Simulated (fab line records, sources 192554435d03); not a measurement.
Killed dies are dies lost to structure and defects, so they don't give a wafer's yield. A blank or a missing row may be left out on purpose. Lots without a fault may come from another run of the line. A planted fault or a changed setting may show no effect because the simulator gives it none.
A struck lot beside a sound one | flow n5_finfet | 15 steps out of a route of 1938
Sound: wafers L538.1, L538.3, L538.5. Struck: wafer L532.2. (L532.4, L532.6 of the same lot were not struck and are left out.) The cause comes at the end.
At each step with rows: each side's tool, then ch and its chambers, then its first start. Under that, the readings that differ: sound wafers | struck wafers | difference of the means | sigmas: that difference in standard deviations of wafers without a fault.
alike: readings whose means differ by less than 2 such deviations, and words and numbers that are the same on both sides. not compared: withheld readings, readings that some wafer has no value for, bounds like >300 that may hide the same value, and numbers for which the record gives no deviation and whose values overlap.
The two part at a step that has a row with sigmas, a row that says differs or no value, or rows on one side only. Numbers that don't overlap but have no deviation are shown without sigmas and don't part them. A reading that every wafer of one side lacks parts them only if that side has two wafers or more.

first, 6 steps without rows for these wafers: N5_BEOL_M0_SAQP_COAT_34 (resist thk 30 nm); N5_BEOL_M0_SAQP_EBR_36; N5_BEOL_M0_SAQP_SOFTBAKE_35 (time 60 s); N5_BEOL_M0_SAQP_EXPOSE_37 (exposes mask M0 CUT1, target cd 30 nm); N5_BEOL_M0_SAQP_PEB_38 (peb time 60 s); N5_BEOL_M0_SAQP_DEVELOP_39 (develop time 30 s).
N5_BEOL_M0_SAQP_CD_MEAS_40: target cd 30 nm.
  sound on cd_sem-03 ch 0, day 11 08:29; struck on cd_sem-03 ch 0, day 9 23:10
  alike: cd_nm
N5_BEOL_M0_SAQP_OVL_MEAS_41:
  sound on overlay-01 ch 0, day 11 08:31; struck on overlay-02 ch 0, day 9 23:13
  alike: M0_CUT1_OVL
N5_BEOL_M0_SAQP_INSPECT_42: inspects for defects (brightfield).
  sound on defect_inspect-01, day 11 08:34; struck on defect_inspect-02, day 9 23:16
  reading          | sound       | struck | difference | sigmas
  raw_defect_count | 274 176 191 | 378    | +164       | +2
N5_BEOL_M0_SAQP_DESCUM_45: chemistry O2, time 7 s.
  sound on rie_diel-06 ch 0,1,2, day 11 08:37; struck on rie_diel-02 ch 2, day 9 23:18
  alike: drypump_motor_current_A, oes_product_au, rf_vpp_V, showerhead_plenum_p_Torr, throttle_valve_pct
  not compared: rf_hours_counter_h
N5_BEOL_M0_SAQP_ETCH_88: etches underlayer in N2/H2, target depth 6.5 nm, time 5.2 s.
  sound on rie_diel-06 ch 0,1,2, day 11 08:38; struck on rie_diel-02 ch 2, day 9 23:20
  alike: drypump_motor_current_A, etch_rf_on_time_s, h2_flow_sccm, oes_product_au, rf_vpp_V, showerhead_plenum_p_Torr, throttle_valve_pct
  not compared: rf_hours_counter_h
N5_BEOL_M0_SAQP_ETCH_73: etches SiARC in CF4, target depth 19.5 nm, time 32.5 s.
  sound on rie_diel-06 ch 0,1,2, day 11 08:40; struck on rie_diel-02 ch 2, day 9 23:21
  alike: drypump_motor_current_A, etch_rf_on_time_s, oes_product_au, rf_vpp_V, showerhead_plenum_p_Torr, throttle_valve_pct
  not compared: rf_hours_counter_h
N5_BEOL_M0_SAQP_CUT_ETCH_46: etches SOC in N2/H2, target depth 135 nm, overetch 27 nm, time 202.5 s.
  sound on rie_diel-06 ch 0,1,2, day 11 08:41; struck on rie_diel-02 ch 2, day 9 23:23
  reading                                         | sound       | struck | difference | sigmas
  model.SiARC_of_BEOL_M0_SAQP_COAT_72.thk_nm (nm) | 4.2 4.6 5.4 | 6.4    | +1.7       |
  alike: drypump_motor_current_A, h2_flow_sccm, rf_vpp_V, showerhead_plenum_p_Torr, throttle_valve_pct
  not compared: rf_hours_counter_h
then, 1 step without rows for these wafers: N5_BEOL_M0_SAQP_STRIP_74 (strips in N2/H2).
-- the record jumps here: 3 days lie between the struck wafers' starts before and after (it left off in module BEOL_M0_SAQP and takes up again in module BEOL_M4, whose first step shown is number 1111 of the route) --
N5_BEOL_M4_RC_MEAS_101:
  sound on prober-01 ch 0, day 13 22:57; struck on prober-02 ch 0, day 12 12:09
  alike: DIBL_N, DIBL_P, IOFF_N, IOFF_P, ION_N, ION_P, SS_N, SS_P, VT_N, VT_P

WHERE THEY PART
Only at N5_BEOL_M0_SAQP_INSPECT_42, within this record. Later steps at which nothing parts them and some readings are alike: N5_BEOL_M0_SAQP_DESCUM_45, N5_BEOL_M0_SAQP_ETCH_88, N5_BEOL_M0_SAQP_ETCH_73, N5_BEOL_M0_SAQP_CUT_ETCH_46, N5_BEOL_M4_RC_MEAS_101.

WHY: what the simulator had put in
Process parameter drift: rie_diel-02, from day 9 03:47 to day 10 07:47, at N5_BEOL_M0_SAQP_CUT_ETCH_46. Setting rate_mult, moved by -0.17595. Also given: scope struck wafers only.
